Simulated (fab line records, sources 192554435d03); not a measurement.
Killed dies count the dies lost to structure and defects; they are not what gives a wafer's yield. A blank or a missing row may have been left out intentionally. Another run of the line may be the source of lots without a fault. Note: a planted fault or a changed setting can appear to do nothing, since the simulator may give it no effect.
What tool caused it? :: flow n5_finfet :: 27 wafers from 9 lots sampled at 3 of the route's 1938 steps

WHAT THE GAUGES SHOWED, per wafer
N5_BEOL_M8_INSPECT_58: inspects for defects (darkfield).
lot: L345
measured: day 10 03:05
on: defect_inspect-01
raw_defect_count: 54 43 62

lot: L350
measured: day 11 15:44
on: defect_inspect-01
raw_defect_count: 1185 1145 1138

lot: L349
measured: day 11 16:35
on: defect_inspect-02
raw_defect_count: 1253 1198 1108

lot: L358
measured: day 14 02:47
on: defect_inspect-01
raw_defect_count: 55 160 64

lot: L359
measured: day 14 05:49
on: defect_inspect-02
raw_defect_count: 83 122 87

lot: L361
measured: day 14 19:37
on: defect_inspect-02
raw_defect_count: 59 68 62

lot: L363
measured: day 15 09:50
on: defect_inspect-01
raw_defect_count: 73 138 65

lot: L365
measured: day 15 11:07
on: defect_inspect-01
raw_defect_count: 100 98 86

lot: L364
measured: day 15 15:32
on: defect_inspect-01
raw_defect_count: 68 42 38

WHAT TOOL EACH LOT RAN ON (gives the tool, then ch and the chambers of the sampled wafers, and finally the start)
lot: L345
N5_BEOL_M8_STRIP_36: rie_diel-03 ch 1,2,3, day 10 00:21
N5_BEOL_M8_CMP_52: cmp-03 ch 0,2,3, day 10 02:42

lot: L350
N5_BEOL_M8_STRIP_36: rie_diel-04 ch 0,1, day 11 11:44
N5_BEOL_M8_CMP_52: cmp-03 ch 0,1,2, day 11 15:17

lot: L349
N5_BEOL_M8_STRIP_36: rie_diel-03 ch 0,2, day 11 13:26
N5_BEOL_M8_CMP_52: cmp-03 ch 0,1,3, day 11 16:14

lot: L358
N5_BEOL_M8_STRIP_36: rie_diel-04 ch 1,2, day 13 22:20
N5_BEOL_M8_CMP_52: cmp-04 ch 2,3, day 14 02:20

lot: L359
N5_BEOL_M8_STRIP_36: rie_diel-04 ch 0,1,3, day 14 02:18
N5_BEOL_M8_CMP_52: cmp-01 ch 1,2,3, day 14 05:24

lot: L361
N5_BEOL_M8_STRIP_36: rie_diel-03 ch 0,1, day 14 15:14
N5_BEOL_M8_CMP_52: cmp-01 ch 2,3, day 14 19:10

lot: L363
N5_BEOL_M8_STRIP_36: rie_diel-03 ch 0,1,2, day 15 07:25
N5_BEOL_M8_CMP_52: cmp-03 ch 1,2,3, day 15 09:23

lot: L365
N5_BEOL_M8_STRIP_36: rie_diel-01 ch 1,2,3, day 15 07:34
N5_BEOL_M8_CMP_52: cmp-03 ch 1,2,3, day 15 10:40

lot: L364
N5_BEOL_M8_STRIP_36: rie_diel-01 ch 1,2,3, day 15 12:14
N5_BEOL_M8_CMP_52: cmp-04 ch 0,2, day 15 15:07
- N5_BEOL_M8_STRIP_36: strips in N2/H2.
- N5_BEOL_M8_CMP_52: polishes, stops on SiCOH lowk, t overpolish 6.9 s, target thk 80 nm.

THE ANSWER, worked out from the rows above alone
Rule: what is usual is taken from the lots themselves. Put in order of their means at a reading, lots are off if they are a third of the lots or fewer, leave a main group of 4 or more, and stand apart from it by a gap of 3 or more times the standard deviation of the main group's means; of several such gaps the widest counts. The tables above print the reading to a certain number of digits; a main group whose means all agree to those digits is not used. A lot without any number at a reading at which 4 lots or more have one is off too. Where the step has rows for the other lots, those lots are counted as sound.
Off: L350, L349, at N5_BEOL_M8_INSPECT_58 (raw_defect_count). The main group: mean 77, standard deviation 20.
If a tool, at a process step before that reading, ran all the lots that are off and no sound lot after the first of them, it fits. Those tools and the gauges at N5_BEOL_M8_INSPECT_58 are tried in the same way. No candidate that was tried fits.

WHAT THE SIMULATOR HAD INSERTED
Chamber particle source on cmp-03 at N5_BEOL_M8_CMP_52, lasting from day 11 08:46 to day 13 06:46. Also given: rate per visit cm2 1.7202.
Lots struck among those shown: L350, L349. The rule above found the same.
